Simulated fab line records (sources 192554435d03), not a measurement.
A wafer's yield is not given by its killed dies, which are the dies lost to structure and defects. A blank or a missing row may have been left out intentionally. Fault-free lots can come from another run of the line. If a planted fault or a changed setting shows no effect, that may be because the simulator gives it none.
Matching of chambers / flow n5_finfet / rie_diel-06 running N5_BEOL_M7_ETCH_66: 4 sister chambers
The step etches SOC in N2/H2, target depth 80 nm, overetch 16 nm, time 120 s. 8 wafers are shown with their chamber, then 10 later ones without.

== WAFERS PAIRED WITH THEIR CHAMBERS ==
wafer=L080.3; chamber=0; drypump_motor_current_A (A)=5.0; showerhead_plenum_p_Torr (Torr)=2.53
wafer=L082.1; chamber=0; drypump_motor_current_A (A)=5.0; showerhead_plenum_p_Torr (Torr)=2.53
wafer=L085.3; chamber=3; drypump_motor_current_A (A)=4.8; showerhead_plenum_p_Torr (Torr)=2.49
wafer=L090.1; chamber=1; drypump_motor_current_A (A)=6.3; showerhead_plenum_p_Torr (Torr)=2.68
wafer=L090.5; chamber=2; drypump_motor_current_A (A)=5.7; showerhead_plenum_p_Torr (Torr)=2.44
wafer=L090.6; chamber=3; drypump_motor_current_A (A)=4.8; showerhead_plenum_p_Torr (Torr)=2.49
wafer=L092.1; chamber=2; drypump_motor_current_A (A)=5.6; showerhead_plenum_p_Torr (Torr)=2.44
wafer=L092.3; chamber=1; drypump_motor_current_A (A)=6.3; showerhead_plenum_p_Torr (Torr)=2.67

== WAFERS MISSING THEIR CHAMBER ==
wafer=L092.4; drypump_motor_current_A (A)=5.1; showerhead_plenum_p_Torr (Torr)=2.52
wafer=L095.3; drypump_motor_current_A (A)=6.3; showerhead_plenum_p_Torr (Torr)=2.67
wafer=L095.4; drypump_motor_current_A (A)=5.6; showerhead_plenum_p_Torr (Torr)=2.43
wafer=L095.6; drypump_motor_current_A (A)=5.6; showerhead_plenum_p_Torr (Torr)=2.44
wafer=L091.1; drypump_motor_current_A (A)=6.3; showerhead_plenum_p_Torr (Torr)=2.67
wafer=L091.5; drypump_motor_current_A (A)=5.6; showerhead_plenum_p_Torr (Torr)=2.44
wafer=L091.6; drypump_motor_current_A (A)=6.3; showerhead_plenum_p_Torr (Torr)=2.67
wafer=L094.2; drypump_motor_current_A (A)=5.7; showerhead_plenum_p_Torr (Torr)=2.43
wafer=L094.4; drypump_motor_current_A (A)=4.8; showerhead_plenum_p_Torr (Torr)=2.48
wafer=L094.6; drypump_motor_current_A (A)=6.3; showerhead_plenum_p_Torr (Torr)=2.67

== WHICH CHAMBER EACH WENT THROUGH ==
wafer=L092.4; from the rows above=0; in truth=0
wafer=L095.3; from the rows above=1; in truth=1
wafer=L095.4; from the rows above=2; in truth=2
wafer=L095.6; from the rows above=2; in truth=2
wafer=L091.1; from the rows above=1; in truth=1
wafer=L091.5; from the rows above=2; in truth=2
wafer=L091.6; from the rows above=1; in truth=1
wafer=L094.2; from the rows above=2; in truth=2
wafer=L094.4; from the rows above=3; in truth=3
wafer=L094.6; from the rows above=1; in truth=1
Correctly placed: 10 of 10. Left unplaced by these rows: 0. Placed wrongly: 0.
How it was worked out, from the rows above alone: a wafer's distance from a chamber is the root of the sum, over the readings, of the square of ((its reading less the chamber's mean) divided by the reading's scatter). If the next closest chamber is less than 2 further off than the closest, the wafer can't be placed; otherwise it belongs to the closest. For every chamber, the mean is computed from those of its wafers that are shown. How the scatter is found: for the shown wafers, subtract from each reading the mean of its chamber, square and add these, divide the total by (wafers less chambers), then take the root.
